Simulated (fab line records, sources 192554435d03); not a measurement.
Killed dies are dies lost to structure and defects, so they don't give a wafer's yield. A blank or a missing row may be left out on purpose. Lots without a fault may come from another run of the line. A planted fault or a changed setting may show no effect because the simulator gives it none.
One fault seen from 2 desks | flow n5_finfet | each desk has only its own numbers; what lay behind them comes last

THE TOOL OWNER'S DESK: rie_diel-06
The tool's own readings at N5_BEOL_M5_TRENCH_ETCH_37 (etches SiCOH lowk in C4F6/O2, target depth 71.652 nm, time 24.7 s): means of the sampled wafers that have a number, for each lot that ran on this tool. A lot is out of limits, marked OUT, if its mean lies more than 4 standard deviations from the usual mean; the brackets give that distance.
Columns: A = drypump_motor_current_A at N5_BEOL_M5_TRENCH_ETCH_37, usual 5.4 A; B = oes_product_au at N5_BEOL_M5_TRENCH_ETCH_37, usual 0.78 a.u.; C = rf_vpp_V at N5_BEOL_M5_TRENCH_ETCH_37, usual 669 V; D = showerhead_plenum_p_Torr at N5_BEOL_M5_TRENCH_ETCH_37, usual 2.82 Torr; E = throttle_valve_pct at N5_BEOL_M5_TRENCH_ETCH_37, usual 20.94 %
lot  | first seen here | A   | B    | C   | D    | E
L886 | day 9 04:35     | 5.3 | 0.78 | 673 | 2.75 | 20.97
L889 | day 11 09:43    | 5.0 | 0.80 | 676 | 2.76 | 20.88
L892 | day 12 05:11    | 5.0 | 0.79 | 679 | 2.83 | 20.77
L893 | day 12 11:37    | 5.6 | 0.72 | 668 | 2.73 | 21.09
L896 | day 13 11:03    | 5.4 | 0.66 | 672 | 2.79 | 21.08
L899 | day 13 14:55    | 5.2 | 0.70 | 674 | 2.74 | 21.09
This desk's finding: nothing out of limits on any of the 6 lots.

THE METROLOGY DESK
What the gauges read, lot by lot, whatever tool the lot ran on: means of the sampled wafers that have a number. A lot is out of limits, marked OUT, if its mean lies more than 4 standard deviations from the usual mean; the brackets give that distance. Of its 27 readings 7 are shown: the one that was out of limits first, and those that lie furthest out on some lot.
Columns: A = trench_depth_nm at N5_BEOL_M5_OCD_MEAS_38, usual 71.3 nm; B = M5_THK at N5_BEOL_M5_THK_MEAS_53, usual 62.4 nm; C = M5_RS at N5_BEOL_M5_RS_MEAS_57, usual 0.391 ohm/sq; D = SERP_M14 at N5_BEOL_M15_RC_MEAS_101, usual 0.160 ohm/um; E = SERP_M5 at N5_BEOL_M15_RC_MEAS_101, usual 39.3 ohm/um; F = SERP_M5_max_site at N5_BEOL_M15_RC_MEAS_101, usual 41.0 ohm/um; G = SERP_M8 at N5_BEOL_M15_RC_MEAS_101, usual 13.8 ohm/um
lot  | first seen here | A               | B    | C                | D     | E               | F    | G
L886 | day 9 04:44     | 71.7            | 62.4 | 0.388            | 0.161 | 38.8            | 39.9 | 14.0
L887 | day 9 10:43     | 69.8            | 60.8 | 0.402            | 0.151 | 39.8            | 42.2 | 13.7
L890 | day 11 06:28    | 72.3            | 62.0 | 0.391            | 0.161 | 38.9            | 40.6 | 14.0
L889 | day 11 09:53    | 70.8            | 61.2 | 0.400            | 0.162 | 39.2            | 40.9 | 14.3
L892 | day 12 05:20    | 70.3            | 62.6 | 0.391            | 0.166 | 40.6            | 41.9 | 13.6
L893 | day 12 11:46    | 72.3            | 64.5 | 0.375            | 0.160 | 39.7            | 41.8 | 13.5
L896 | day 13 11:12    | 64.5 (-4.6) OUT | 55.7 | 0.491 (+6.3) OUT | 0.159 | 47.9 (+4.3) OUT | 49.5 | 15.3
L899 | day 13 15:04    | 63.4 (-5.2) OUT | 55.1 | 0.488 (+6.1) OUT | 0.165 | 48.0 (+4.4) OUT | 49.7 | 13.7
L906 | day 15 10:52    | 71.9            | 62.1 | 0.395            | 0.162 | 38.8            | 39.5 | 13.5
L907 | day 15 11:10    | 72.8            | 61.7 | 0.397            | 0.159 | 38.8            | 40.0 | 14.3
L908 | day 15 18:14    | 72.2            | 63.1 | 0.384            | 0.162 | 38.7            | 40.7 | 13.9
L909 | day 15 19:54    | 71.3            | 64.5 | 0.373            | 0.160 | 37.1            | 40.5 | 13.5
This desk's finding: out of limits on L896, L899; first on L896, day 13 11:12 (trench_depth_nm at N5_BEOL_M5_OCD_MEAS_38). In limits: L886, L887, L890, L889, L892, L893, L906, L907, L908, L909.

PUT TOGETHER
The metrology desk could have raised an alarm at day 13 11:12, on L896, L899.
The tool owner's desk saw nothing out of limits.
The tool owner's desk has L896, L899 on record, within its limits.
Of the lots named, all ran N5_BEOL_M5_TRENCH_ETCH_37 on rie_diel-06.

WHAT THE SIMULATOR HAD PUT IN
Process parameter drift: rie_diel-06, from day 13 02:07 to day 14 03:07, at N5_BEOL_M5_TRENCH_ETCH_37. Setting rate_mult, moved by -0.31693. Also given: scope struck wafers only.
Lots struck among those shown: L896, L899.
Hours from the fault's start to each desk's first reading out of limits: the metrology desk, 9.
